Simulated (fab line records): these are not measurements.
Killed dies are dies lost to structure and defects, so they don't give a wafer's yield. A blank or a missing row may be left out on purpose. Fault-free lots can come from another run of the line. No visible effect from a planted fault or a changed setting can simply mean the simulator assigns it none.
Comparing a struck lot with a sound one	flow n5_finfet	14 out of 1938 route steps
Sound: the wafers L543.1, L543.2, L543.5. Struck: wafer L536.6; the same lot's L536.5 was not struck, so it is left out; see the end for the cause.
Each step with rows lists, per side, the tool, then ch with its chambers, then its first start. Under that, the readings that differ: sound wafers	struck wafers	difference of the means	sigmas: that difference in standard deviations of wafers without a fault.
alike: words and numbers the same on both sides, and readings whose means are apart by under 2 such deviations; not compared: readings that were withheld, readings missing a value for some wafer, numbers with overlapping values and no deviation given by the record, and bounds like >300 which may hide the same value.
The two part at a step that has a row with sigmas, a row that says differs or no value, or rows on one side only. Non-overlapping numbers with no deviation appear without sigmas and do not part them. Lack of a reading on every wafer of one side parts them only where that side has two or more wafers.

first, 2 steps without rows for these wafers: N5_BEOL_M11_PRECLEAN_42 (cleans in residue remover, time 60 s); N5_BEOL_M11_SRD_43 (time 30 s).
N5_BEOL_M11_CD_MEAS_35: the cd target is 70 nm.
  sound on cd_sem-02 at day 12 21:01; struck on cd_sem-02 at day 11 10:15
  alike: cd_nm
N5_BEOL_M11_CURE_72: cures SiCOH lowk, time 120 s.
  sound on uv_cure-03 ch 2, day 12 21:04; struck on uv_cure-01 ch 2, day 11 10:29
  alike: lamp_power_pct, wafer_temp_C_max
N5_BEOL_M11_DEGAS_44: time 60 s.
  sound on pvd_sputter-01 at day 12 21:37; struck on pvd_sputter-01 at day 11 10:46
  alike: heater_power_w, susceptor_temp_C
N5_BEOL_M11_PRE_CLEAN_45: time 30 s.
  sound on pvd_sputter-01 at day 12 21:40; struck on pvd_sputter-01 at day 11 10:49
reading	sound	struck	difference	sigmas
susceptor_temp_C (C)	250.10 250.04 250.22	249.51	-0.61	-3
  alike: heater_power_w
N5_BEOL_M11_ALD_74: deposits TaN, target thk 2 nm, pulse time 2 s, purge time 3 s.
  sound on ald_metal-01 ch 0,1,3, day 12 21:46; struck on ald_metal-01 ch 1, day 11 10:59
reading	sound	struck	difference	sigmas
susceptor_temp_C (C)	274.98 275.18 275.14	274.53	-0.57	-3
  alike: heater_power_w
N5_BEOL_M11_SURFACE_TREAT_76:
  sound on pvd_sputter-02 at day 12 22:13; struck on pvd_sputter-03 at day 11 11:10
  not compared: throttle_valve_pct
then, 4 steps without rows for these wafers: N5_BEOL_M11_CVD_75 (deposits Co from CCTBA/H2, target thk 2 nm, time 138.9 s); N5_BEOL_M11_SPUTTER_48 (material Cu, target thk 12 nm, time 2 s); N5_BEOL_M11_ECD_50 (material Cu, target thk 318 nm); N5_BEOL_M11_ANNEAL_51 (time 90 s).
N5_BEOL_M11_CMP_52: polishes, stops on SiCOH lowk, t overpolish 7 s, target thk 140 nm.
  sound on cmp-02 ch 0,1,2, day 12 23:17; struck on cmp-04 ch 0, day 11 12:00
reading	sound	struck	difference	sigmas
barrier_field_endpoint_s (s)	28.7 29.2 28.3	16.5	-12.2	-17
motor_current_A (A)	6.5 5.6 5.3	7.0	+1.2	+2
time_to_endpoint_s (s)	68 69 63	35	-32	-9
  alike: overpolish_run_s, platen_rpm
N5_PASSIVATION_PROBE_49:
  sound on prober-01 at day 14 19:29; struck on prober-02 at day 13 02:09
reading	sound	struck	difference	sigmas
killed_at_M4_up	16 15 4	22	+10	+2
  alike: defect_limited_yield, killed_at_M0_to_M3, killed_at_contacts, killed_at_front_end, killed_at_other, killed_dies, killed_open, killed_short, sort_bin_4_leakage, sort_bin_5_function, sort_bin_6_memory, sort_n_pass, sort_yield_pct

## WHERE THEY PART
Last at N5_PASSIVATION_PROBE_49 as far as this record goes, first at N5_BEOL_M11_PRE_CLEAN_45.

WHY: the cause the simulator had injected
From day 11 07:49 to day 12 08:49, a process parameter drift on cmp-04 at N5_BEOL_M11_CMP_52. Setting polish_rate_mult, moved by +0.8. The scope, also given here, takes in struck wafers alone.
